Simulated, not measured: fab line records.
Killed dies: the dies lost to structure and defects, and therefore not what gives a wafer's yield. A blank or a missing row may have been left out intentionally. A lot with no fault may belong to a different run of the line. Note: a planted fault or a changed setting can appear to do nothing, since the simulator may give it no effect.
fab line records	flow nand_harc
record: lots: 6	wafers: 18	last_day: 34
route steps=1302 shown P_CONTACT@249 P_M0@253
lots untouched by any fault: they come from a run of this same line in which no faults occurred
start_h: start of the lot's first displayed wafer, in hours after the record's first day	wait_h: hours elapsed since this lot's preceding step	" as in the row above	L1.1+2: several wafers, shown together as one row	- either no value or no given start	* or withheld: withheld	< > ~ a bound
route shown NAME@n: a module of which the file shows steps, and the number in the route of the first	usual: mean/standard deviation taken from wafers without a fault	same: alike in all rows	chamber/n: place in a boat	sites: readings site by site	_std_site: their standard deviation	_edge_site: inner sites' mean taken away from outer sites' mean	radius_mm: for every site, how far away it sits from the centre of the wafer	mask NAME#n: copy n	behind: tool/chamber where the wafer was last shaped	hold: why the lot was held/for how many hours/how that ended	device: names the non-switching transistor (n, p or np)	end of line: tests of these same wafers at the route's end	a step with no rows: only its recipe	killed: dies lost to structure and defects at the first sort, not the wafer's yield	map: per-die view of a wafer (x killed, . not killed, _ where there is no die)
set.NAME: the setting that was run; set.NAME@STEP: the one run at that earlier step	model.NAME: the simulator's own value behind a step, which no gauge read
a table for each step, a row for each wafer; lots at some steps of the route
services: the hour from which a tool's chamber was out of use, counted from the record's first day as start_h (under 0 if before that day), plus the number of hours and why
== steps ==
step: NHARC_P_CONTACT_CMP_24
recipe: t_overpolish_s: 30	target_thk_nm: 200
usual: motor_current_A: 13.0/1.2	overpolish_run_s: 30.000/0.0088	retaining_ring_pressure_frac: 1.000/0.0046	slurry_flow_ml_min: 150.1/0.47	time_to_endpoint_s: 40.3/2.4
same: t_overpolish_s: 30
lot.wafer	tool	chamber	start_h	wait_h	motor_current_A	overpolish_run_s	retaining_ring_pressure_frac	slurry_flow_ml_min	time_to_endpoint_s
L414.2	cmp-01	0	119.92	0.5	15.7	30.014	1.000	149.6	37.8
L414.1	"	2	"	"	12.0	29.992	0.997	150.5	38.1
L414.3	"	3	"	"	13.4	29.987	0.995	149.8	40.1
L416.3	cmp-01	2	136.15	0.3	11.9	30.009	0.997	150.3	40.0
L416.1	"	0	"	"	15.6	29.997	1.001	150.2	38.5
L416.6	"	3	"	"	13.1	30.006	1.002	149.8	40.5
L420.4	cmp-03	3	177.36	0.3	12.4	30.003	0.996	150.2	41.6
L420.2	"	0	"	"	11.8	30.001	0.994	149.5	40.5
L420.6	"	3	"	"	12.5	30.000	1.000	149.6	43.1
L422.4	cmp-01	1	196.01	0.4	11.5	29.998	1.001	149.3	40.0
L422.2	"	0	"	"	15.8	29.987	1.002	149.6	38.8
L422.5	"	1	"	"	11.6	29.992	0.992	149.4	39.7
L436.4	cmp-01	0	347.14	0.3	15.8	30.002	1.006	150.6	39.7
L436.5	"	3	"	"	12.8	29.985	0.991	149.4	39.8
L436.6	"	0	"	"	16.3	29.999	1.003	150.7	38.7
L437.3	cmp-03	1	353.46	0.4	11.1	29.998	1.001	150.5	42.3
L437.1	"	2	"	"	14.2	30.000	0.997	150.3	42.7
L437.5	"	1	"	"	11.1	30.000	1.003	150.3	40.9
step: NHARC_P_CONTACT_SRD_26
step: NHARC_P_CONTACT_INSPECT_27
usual: raw_defect_count: 313/120
lot.wafer	tool	chamber	start_h	wait_h	raw_defect_count
L414.1	defect_inspect-02	-	120.32	0.1	404
L414.2	"	-	"	"	368
L414.3	"	-	"	"	507
L416.1	defect_inspect-02	-	136.55	0.1	335
L416.3	"	-	"	"	313
L416.6	"	-	"	"	350
L420.2	defect_inspect-02	-	177.76	0.1	212
L420.4	"	-	"	"	131
L420.6	"	-	"	"	205
L422.2	defect_inspect-01	-	196.42	0.1	546
L422.4	"	-	"	"	450
L422.5	"	-	"	"	546
L436.4	defect_inspect-02	-	347.52	0.1	291
L436.5	"	-	"	"	194
L436.6	"	-	"	"	337
L437.1	defect_inspect-02	-	353.84	0.1	373
L437.3	"	-	"	"	254
L437.5	"	-	"	"	437
step: NHARC_P_M0_DEP_00
recipe: target_thk_a: 1500	target_thk_nm: 150	temp_c: withheld	pressure_torr: 5	flow_sccm: 200	rf_w: 600	material: SiOC
step: NHARC_P_M0_DEHYDRATE_01
recipe: temp_c: 150	time_s: 120
step: NHARC_P_M0_HMDS_02
recipe: time_s: 30
step: NHARC_P_M0_COAT_33
recipe: temp_c: 200	time_s: 65
step: NHARC_P_M0_COAT_03
recipe: spin_rpm: 1500	resist_thk_nm: 90
step: NHARC_P_M0_SOFTBAKE_04
recipe: temp_c: 105	time_s: 55
step: NHARC_P_M0_EBR_05
step: NHARC_P_M0_EXPOSE_06
recipe: na: 1.35	target_cd_nm: 90	dose_mj: 81.28	mask_id: P_M0
step: NHARC_P_M0_PEB_07
recipe: peb_temp_c: 100	peb_time_s: 65
usual: heater_power_total_W: 156.6/0.42
lot.wafer	tool	chamber	start_h	wait_h	heater_power_total_W
L414.1	litho_track-04	0	121.15	0.1	155.9
L414.2	"	0	"	"	155.9
L414.3	"	0	"	"	156.7
L416.1	litho_track-06	0	137.38	0.1	156.4
L416.3	"	0	"	"	157.1
L416.6	"	0	"	"	157.0
L420.2	litho_track-01	0	178.58	0.1	156.7
L420.4	"	0	"	"	156.7
L420.6	"	0	"	"	156.1
L422.2	litho_track-06	0	197.24	0.1	156.8
L422.4	"	0	"	"	155.9
L422.5	"	0	"	"	156.7
L436.4	litho_track-01	0	348.47	0.0	156.5
L436.5	"	0	"	"	222.3
L436.6	"	0	"	"	156.9
L437.1	litho_track-01	0	354.55	0.1	156.9
L437.3	"	0	"	"	156.0
L437.5	"	0	"	"	222.3
step: NHARC_P_M0_DEVELOP_08
recipe: develop_time_s: 35	dev_temp_c: 23
step: NHARC_P_M0_CD_MEAS_09
recipe: target_cd_nm: 90	landing_energy_ev: 500
usual: cd_nm: 89.9/0.48
lot.wafer	tool	chamber	start_h	wait_h	cd_nm
L414.1	cd_sem-02	0	121.22	-	89.9
L414.2	"	0	"	"	90.1
L414.3	"	0	"	"	90.3
L416.1	cd_sem-02	0	137.45	-	90.7
L416.3	"	0	"	"	89.9
L416.6	"	0	"	"	89.7
L420.2	cd_sem-03	0	178.66	-	90.3
L420.4	"	0	"	"	90.2
L420.6	"	0	"	"	89.9
L422.2	cd_sem-01	0	197.32	-	89.8
L422.4	"	0	"	"	89.0
L422.5	"	0	"	"	89.6
L436.4	cd_sem-03	0	348.55	-	90.0
L436.5	"	0	"	"	64.8
L436.6	"	0	"	"	90.4
L437.1	cd_sem-03	0	354.62	-	89.8
L437.3	"	0	"	"	90.1
L437.5	"	0	"	"	65.0
step: NHARC_P_M0_OVL_MEAS_10
recipe: pitch_nm: 180
usual: overlay_x_nm: -0.1/0.79	overlay_y_nm: -0.2/0.85
lot.wafer	tool	chamber	start_h	wait_h	overlay_x_nm	overlay_y_nm
L414.1	overlay-01	-	121.31	-	-0.4	0.3
L414.2	"	-	"	"	-0.7	-0.1
L414.3	"	-	"	"	-0.8	0.0
L416.1	overlay-01	-	137.54	-	-0.5	0.5
L416.3	"	-	"	"	-0.4	-0.1
L416.6	"	-	"	"	-0.7	0.0
L420.2	overlay-01	-	178.75	-	-1.2	-1.9
L420.4	"	-	"	"	-1.1	-1.3
L420.6	"	-	"	"	-1.2	-1.0
L422.2	overlay-01	-	197.41	-	0.0	-1.1
L422.4	"	-	"	"	-0.1	-0.7
L422.5	"	-	"	"	0.6	-1.3
L436.4	overlay-02	-	348.64	-	-0.6	0.7
L436.5	"	-	"	"	-0.3	0.8
L436.6	"	-	"	"	-0.1	0.7
L437.1	overlay-01	-	354.71	-	1.2	-0.9
L437.3	"	-	"	"	1.5	-0.2
L437.5	"	-	"	"	1.8	0.0
step: NHARC_P_M0_INSPECT_11
usual: raw_defect_count: 3.9/2.3
lot.wafer	tool	chamber	start_h	wait_h	raw_defect_count
L414.1	defect_inspect-01	-	121.35	0.0	3
L414.2	"	-	"	"	6
L414.3	"	-	"	"	3
L416.1	defect_inspect-02	-	137.58	0.0	3
L416.3	"	-	"	"	5
L416.6	"	-	"	"	3
L420.2	defect_inspect-01	-	178.79	0.0	1
L420.4	"	-	"	"	3
L420.6	"	-	"	"	2
L422.2	defect_inspect-01	-	197.44	0.0	4
L422.4	"	-	"	"	5
L422.5	"	-	"	"	4
L436.4	defect_inspect-01	-	348.67	0.0	3
L436.5	"	-	"	"	7
L436.6	"	-	"	"	6
L437.1	defect_inspect-01	-	354.75	0.0	1
L437.3	"	-	"	"	2
L437.5	"	-	"	"	1
step: NHARC_P_M0_DESCUM_14
recipe: time_s: 3	o2_flow_sccm: 200	ar_flow_sccm: 0	bias_power_w: 0	chemistry: O2
usual: drypump_motor_current_A: 5.8/0.33	mfc_ar_sccm: 0.008/0.014	oes_product_au: 1.002/0.0067	rf_vpp_V: 58.0/0.79	showerhead_plenum_p_Torr: 1.94/0.089	throttle_valve_pct: 11.312/0.0084
lot.wafer	tool	chamber	start_h	wait_h	drypump_motor_current_A	mfc_ar_sccm	oes_product_au	rf_hours_counter_h	rf_vpp_V	showerhead_plenum_p_Torr	throttle_valve_pct	model.P_M0.cd_nm
L414.1	rie_diel-09	2	121.41	0.1	6.2	0	1.009	42	57.0	1.78	11.326	90
L414.2	"	3	"	"	6.4	0	1.005	50	59.4	1.95	11.309	90.18
L414.3	"	1	"	"	4.7	0	1.012	46	58.2	1.96	11.320	90.51
L416.3	rie_diel-01	1	137.64	0.1	5.5	0.012	1.002	33	58.2	1.94	11.306	90.25
L416.1	"	3	"	"	5.9	0	1.001	36	57.6	1.84	11.317	90.39
L416.6	"	2	"	"	5.8	0.026	1.004	-	58.6	1.77	11.329	89.47
L420.2	rie_diel-08	3	178.86	0.1	5.9	0	1.003	25	58.5	2.02	11.319	90.18
L420.4	"	3	"	"	5.9	0	1.009	-	59.6	2.02	11.324	89.79
L420.6	"	3	"	"	5.9	0	1.004	-	57.2	2.02	11.330	90.03
L422.2	rie_diel-01	1	197.50	0.1	5.5	0.012	0.998	54	58.2	1.94	11.304	89.2
L422.4	"	2	"	"	5.7	0.026	0.997	52	57.2	1.76	11.318	88.59
L422.5	"	2	"	"	5.7	0.026	0.991	-	56.7	1.76	11.319	88.75
L436.4	rie_diel-08	3	348.76	0.1	5.8	0	0.998	26	58.5	2.01	11.317	89.57
L436.5	"	0	"	"	6.0	0	0.987	-	57.4	1.98	11.316	64.99
L436.6	"	1	"	"	6.1	0	0.998	-	56.7	1.85	11.309	90.49
L437.1	rie_diel-08	3	354.81	0.1	5.8	0	0.995	27	57.7	2.01	11.306	90.04
L437.3	"	0	"	"	6.0	0	1.000	27	58.3	1.98	11.315	90.88
L437.5	"	3	"	"	5.8	0	1.006	-	58.1	2.01	11.319	65.38
step: NHARC_P_M0_ETCH_34
recipe: target_depth_a: 400	overetch_a: 120	time_s: 43.94	ion_energy_ev: 200	n2_flow_sccm: 150	h2_flow_sccm: 150	ar_flow_sccm: 0	rf_w: 400	bias_w: 150	chemistry: N2/H2
usual: drypump_motor_current_A: 5.8/0.33	mfc_ar_sccm: 0.008/0.014	oes_product_au: 1.002/0.0078	rf_fwd_power_W: 394.8/1.4	rf_vpp_V: 431.4/2.6	showerhead_plenum_p_Torr: 2.07/0.094	throttle_valve_pct: 14.173/0.0094
lot.wafer	tool	chamber	start_h	wait_h	drypump_motor_current_A	mfc_ar_sccm	oes_product_au	rf_fwd_power_W	rf_hours_counter_h	rf_vpp_V	showerhead_plenum_p_Torr	throttle_valve_pct
L414.1	rie_diel-09	0	121.50	0.1	6.0	0	1.005	397.3	49	428.1	1.93	14.169
L414.2	"	1	"	"	4.7	0	1.009	395.1	46	431.4	2.09	14.186
L414.3	"	3	"	"	6.5	0	0.998	396.8	50	431.0	2.08	14.170
L416.1	rie_diel-01	1	137.73	0.1	5.5	0.012	0.998	393.4	33	430.7	2.07	14.171
L416.3	"	2	"	"	5.7	0.026	1.000	395.9	33	426.3	1.88	14.161
L416.6	"	1	"	"	5.5	0.012	0.992	394.5	-	432.1	2.07	14.171
L420.2	rie_diel-08	3	178.98	0.1	5.9	0	0.995	394.3	25	434.1	2.16	14.183
L420.4	"	3	"	"	5.8	0	0.996	393.8	-	435.2	2.16	14.158
L420.6	"	3	"	"	5.8	0	0.991	393.6	-	433.5	2.16	14.174
L422.4	rie_diel-01	1	197.60	0.1	5.5	0.012	1.008	395.9	54	430.4	2.06	14.170
L422.2	"	3	"	"	5.9	0	1.004	393.9	58	428.4	1.95	14.170
L422.5	"	0	"	"	5.3	0	0.997	395.9	-	429.3	2.02	14.173
L436.4	rie_diel-08	1	348.83	0.1	6.1	0	1.001	393.9	22	430.3	1.97	14.162
L436.6	"	2	"	"	5.6	0.037	1.017	393.1	-	432.8	2.15	14.190
L436.5	"	3	"	"	5.9	0	1.000	396.7	-	434.2	2.15	14.164
L437.3	rie_diel-08	0	354.91	0.1	6.0	0	1.011	396.2	27	431.7	2.11	14.178
L437.1	"	1	"	"	6.1	0	1.001	395.0	24	429.8	1.97	14.182
L437.5	"	3	"	"	5.8	0	1.004	393.9	-	435.2	2.15	14.178
step: NHARC_P_M0_ETCH_15
recipe: target_depth_a: 1500	overetch_a: 150	time_s: 82.5	c4f8_flow_sccm: withheld	ar_flow_sccm: 400	rf_w: 600	bias_w: 300	chemistry: C4F8/Ar
usual: oes_product_au: 0.954/0.02	rf_fwd_power_W: 595.1/2	rf_vpp_V: 441.6/2.9
lot.wafer	tool	chamber	start_h	wait_h	oes_product_au	rf_fwd_power_W	rf_hours_counter_h	rf_vpp_V	model.P_M0.cd_nm
L414.3	rie_diel-09	0	-	-	0.933	595.2	49	437.9	90.46
L414.2	"	1	"	"	0.927	594.9	46	442.8	89.72
L414.1	"	3	"	"	0.920	596.9	50	442.2	89.68
L416.1	rie_diel-01	3	-	-	0.924	596.0	36	437.3	89.97
L416.3	"	1	"	"	0.915	597.5	33	441.9	90.34
L416.6	"	3	"	"	0.910	594.3	-	437.9	89.07
L420.2	rie_diel-08	3	179.12	0.1	0.941	594.8	25	443.7	89.99
L420.4	"	2	"	"	0.948	592.2	-	443.4	89.62
L420.6	"	2	"	"	0.953	593.7	-	444.2	90.09
L422.4	rie_diel-01	3	-	-	0.931	593.1	58	437.8	88.61
L422.2	"	1	"	"	0.925	596.4	54	441.8	89.16
L422.5	"	3	"	"	0.925	592.6	-	438.2	88.85
L436.4	rie_diel-08	0	-	-	0.914	592.7	25	443.9	89.73
L436.5	"	3	"	"	0.924	593.1	-	443.9	64.89
L436.6	"	0	"	"	0.919	597.4	-	442.7	90.61
L437.3	rie_diel-08	1	-	-	0.984	594.7	24	438.2	90.92
L437.1	"	3	"	"	0.962	593.2	27	444.0	90.35
L437.5	"	1	"	"	0.977	595.3	-	439.7	65.34
step: NHARC_P_M0_CD_MEAS_16
usual: cd_nm: 89.9/0.61
lot.wafer	tool	chamber	start_h	wait_h	cd_nm
L414.1	cd_sem-03	-	121.71	-	89.4
L414.2	"	-	"	"	89.6
L414.3	"	-	"	"	90.4
L416.1	cd_sem-03	-	137.94	-	90.1
L416.3	"	-	"	"	90.4
L416.6	"	-	"	"	89.2
L420.2	cd_sem-01	-	179.28	0.1	90.1
L420.4	"	-	"	"	89.8
L420.6	"	-	"	"	89.9
L422.2	cd_sem-01	-	197.82	-	88.9
L422.4	"	-	"	"	89.0
L422.5	"	-	"	"	89.0
L436.4	cd_sem-03	-	349.04	-	90.1
L436.5	"	-	"	"	65.1
L436.6	"	-	"	"	90.8
L437.1	cd_sem-03	-	355.12	-	90.4
L437.3	"	-	"	"	90.9
L437.5	"	-	"	"	65.2
== services ==
tool	chamber	start_h	hours	kind
rie_diel-09	-	144.00	9.0	pm
litho_track-01	-	155.00	7.0	pm
rie_diel-09	0	156.89	33.5	repair
rie_diel-08	1	166.63	15.2	repair
rie_diel-08	0	173.04	23.7	repair
rie_diel-09	1	179.69	4.2	repair
rie_diel-09	2	182.55	19.4	repair
rie_diel-01	0	184.62	5.9	repair
cmp-01	-	185.55	4.0	pm
rie_diel-08	-	191.83	9.0	pm
rie_diel-01	-	207.04	9.0	pm
cmp-01	-	217.49	1.1	repair
rie_diel-01	-	220.11	1.7	repair
cmp-01	-	220.37	5.2	repair
rie_diel-08	1	231.15	4.8	repair
cmp-01	-	235.00	2.8	repair
rie_diel-01	-	237.82	0.8	repair
rie_diel-09	2	243.48	2.9	repair
cmp-01	-	254.50	0.7	repair
rie_diel-09	3	269.89	1.6	repair
cmp-01	-	283.55	4.0	pm
cmp-01	-	300.05	0.9	repair
rie_diel-09	-	322.71	9.0	pm
litho_track-01	-	330.00	7.0	pm
== key ==
first_sign: step: NHARC_P_M0_PEB_07	reading: heater_power_total_W	direction: up	sigmas: 99+	usual: *	struck: *
effect: step: NHARC_P_M0_CD_MEAS_09	reading: cd_nm	direction: down	sigmas: 52	usual: 89.9	struck: 64.9
effect: step: NHARC_P_M0_CD_MEAS_16	reading: cd_nm	direction: down	sigmas: 40	usual: 89.9	struck: 65.2
model_effect: step: NHARC_P_M0_DESCUM_14	value: P_M0.cd_nm	without: 90.07	struck: 65.18
model_effect: step: NHARC_P_M0_ETCH_15	value: P_M0.cd_nm	without: 90	struck: 65.12
met_at NHARC_P_M0_PEB_07
struck_wafers L436.5,L437.5
later_rows_left_out L436.5,L437.5
sort_left_out L436.5,L437.5
onset_between 178.58 348.47
fault: kind: process_parameter_drift	tool: litho_track-01	chamber: -	onset_h: 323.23	steps: NHARC_P_M0_PEB_07	channel: peb_time_s	offset: *	shape: step	end_h: 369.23	scope: struck_wafers_only	acts_in: *	stated: *
sort_left_out: the simulated sort isn't trusted on such a fault, so these wafers' sort isn't shown, and their yield isn't known
later_rows_left_out: the simulator's readings of these wafers behind a module that went badly wrong aren't trusted and aren't shown, but for the sort
